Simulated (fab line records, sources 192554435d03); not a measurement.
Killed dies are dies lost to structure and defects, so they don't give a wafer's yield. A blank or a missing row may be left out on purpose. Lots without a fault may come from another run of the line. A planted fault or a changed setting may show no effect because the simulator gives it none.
A struck lot beside a sound one | flow n5_finfet | 27 steps out of a route of 1938
Sound: wafers L140.1, L140.3, L140.6. Struck: wafers L155.2, L155.3, L155.5. The cause comes at the end.
At each step with rows: each side's tool, then ch and its chambers, then its first start. Under that, the readings that differ: sound wafers | struck wafers | difference of the means | sigmas: that difference in standard deviations of wafers without a fault.
alike: readings whose means differ by less than 2 such deviations, and words and numbers that are the same on both sides. not compared: withheld readings, readings that some wafer has no value for, bounds like >300 that may hide the same value, and numbers for which the record gives no deviation and whose values overlap.
The two part at a step that has a row with sigmas, a row that says differs or no value, or rows on one side only. Numbers that don't overlap but have no deviation are shown without sigmas and don't part them. A reading that every wafer of one side lacks parts them only if that side has two wafers or more.

first, 4 steps without rows for these wafers: N5_STI_FIN_REVEAL_ALD_14 (deposits Si3N4, target thk 3 nm); N5_STI_FIN_REVEAL_FCVD_FILL_01 (material SiO2 flowable, target thk 312 nm, time 512.2 s); N5_STI_FIN_REVEAL_DENSIFY_02 (time 1800 s); N5_STI_FIN_REVEAL_CMP_04 (polishes, stops on Si3N4, t overpolish 4 s, target thk 131.83 nm).
N5_STI_FIN_REVEAL_THK_MEAS_05:
  sound on film_metro-01, day 2 09:10; struck on film_metro-01, day 6 03:19
  alike: thk_nm
N5_STI_FIN_REVEAL_DENSIFY_30:
  sound on rtp_anneal-02 ch 0, day 2 09:22; struck on rtp_anneal-02 ch 0, day 6 03:22
  alike: lamp_power_pct
  not compared: wafer_temp_C_max
N5_STI_FIN_REVEAL_ETCHBACK_08: etches SiO2 in C4F6/O2, target depth 30.5 nm, time 10.167 s.
  sound on rie_diel-06 ch 0,2,3, day 2 09:34; struck on rie_diel-06 ch 0,1, day 6 03:33
  alike: C4F6_flow_sccm, drypump_motor_current_A, oes_o_777_au, oes_product_au, rf_vpp_V, showerhead_plenum_p_Torr, throttle_valve_pct
  not compared: rf_hours_counter_h
then, 5 steps without rows for these wafers: N5_STI_FIN_REVEAL_STRIP_24 (strips in N2/H2, time 90 s); N5_STI_FIN_REVEAL_PRECLEAN_25 (cleans in SPM, time 90 s); N5_STI_FIN_REVEAL_PRECLEAN_26 (cleans in SC1, time 45 s); N5_STI_FIN_REVEAL_PRECLEAN_29 (cleans in DHF, time 30 s); N5_STI_FIN_REVEAL_SRD_12 (time 30 s).
N5_STI_FIN_REVEAL_RECESS_09: chemistry HF/NH3, target SiO2, afs cycles 11, target depth 42.5 nm, sublimation time 60 s.
  sound on vapor_etch-02 ch 0,1, day 2 10:01; struck on vapor_etch-01 ch 0,1, day 6 03:48
  reading                     | sound             | struck            | difference | sigmas
  drypump_motor_current_A (A) | 6.29 6.44 6.45    | 5.91 5.92 5.87    | -0.49      | -2
  temp_c (C)                  | 30.05 30.00 30.03 | 33.33 33.37 33.48 | +3.37      | +31
then, 2 steps without rows for these wafers: N5_STI_FIN_REVEAL_STRIP_16 (strips SiNx in H3PO4, target depth 23.8 nm); N5_STI_FIN_REVEAL_PRECLEAN_17 (cleans in NF3:NH3, afs cycles 1, time 20 s, sublimation time 60 s).
N5_STI_FIN_REVEAL_ETCH_34: etches Si in H2, material Si, target depth 0.97 nm.
  sound on rie_si-02 ch 0,1, day 2 12:10; struck on rie_si-01 ch 1,2, day 6 05:53
  alike: drypump_motor_current_A, oes_product_au, throttle_valve_pct
  not compared: rf_hours_counter_h
N5_STI_FIN_REVEAL_OXIDATION_31: chemistry O2 PLASMA REMOTE, time 20 s.
  sound on plasma_asher-02 ch 0,1, day 2 12:14; struck on plasma_asher-02 ch 0,1, day 6 05:57
  alike: drypump_motor_current_A, heater_power_w
  not compared: rf_hours_counter_h
then, 3 steps without rows for these wafers: N5_STI_FIN_REVEAL_PRECLEAN_32 (cleans in NF3:NH3, afs cycles 1, time 20 s, sublimation time 60 s); N5_STI_FIN_REVEAL_STRIP_35 (strips Si3N4 in H3PO4, target depth 4 nm, time 39 s); N5_STI_FIN_REVEAL_SRD_21 (time 30 s).
N5_STI_FIN_REVEAL_OXIDATION_33: chemistry O2 PLASMA REMOTE, time 20 s.
  sound on plasma_asher-02 ch 0,1, day 2 12:35; struck on plasma_asher-02 ch 0,1, day 6 06:19
  alike: drypump_motor_current_A, heater_power_w
  not compared: rf_hours_counter_h
then, 2 steps without rows for these wafers: N5_STI_FIN_REVEAL_CLEAN_19 (cleans in O3/DIW, time 120 s); N5_STI_FIN_REVEAL_SRD_23 (time 30 s).
N5_STI_FIN_REVEAL_CD_MEAS_22: target cd 6.238 nm, pitch 28 nm.
  sound on cd_sem-01, day 2 12:44; struck on cd_sem-01, day 6 06:29
  alike: cd_nm
N5_STI_FIN_REVEAL_FIN_H_MEAS_10:
  sound on ocd-02, day 2 12:46; struck on ocd-02, day 6 06:31
  reading              | sound          | struck         | difference | sigmas
  trench_depth_nm (nm) | 52.5 52.3 52.6 | 48.4 49.4 49.1 | -3.5       | -4
then, 2 steps without rows for these wafers: N5_STI_FIN_REVEAL_PRECLEAN_18 (cleans in SC2, time 45 s); N5_PASSIVATION_PROBE_49.

WHERE THEY PART
First at N5_STI_FIN_REVEAL_RECESS_09; last, within this record, at N5_STI_FIN_REVEAL_FIN_H_MEAS_10.

WHY: what the simulator had put in
Process parameter drift: vapor_etch-01, from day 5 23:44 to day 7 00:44, at N5_STI_FIN_REVEAL_RECESS_09. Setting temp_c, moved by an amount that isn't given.
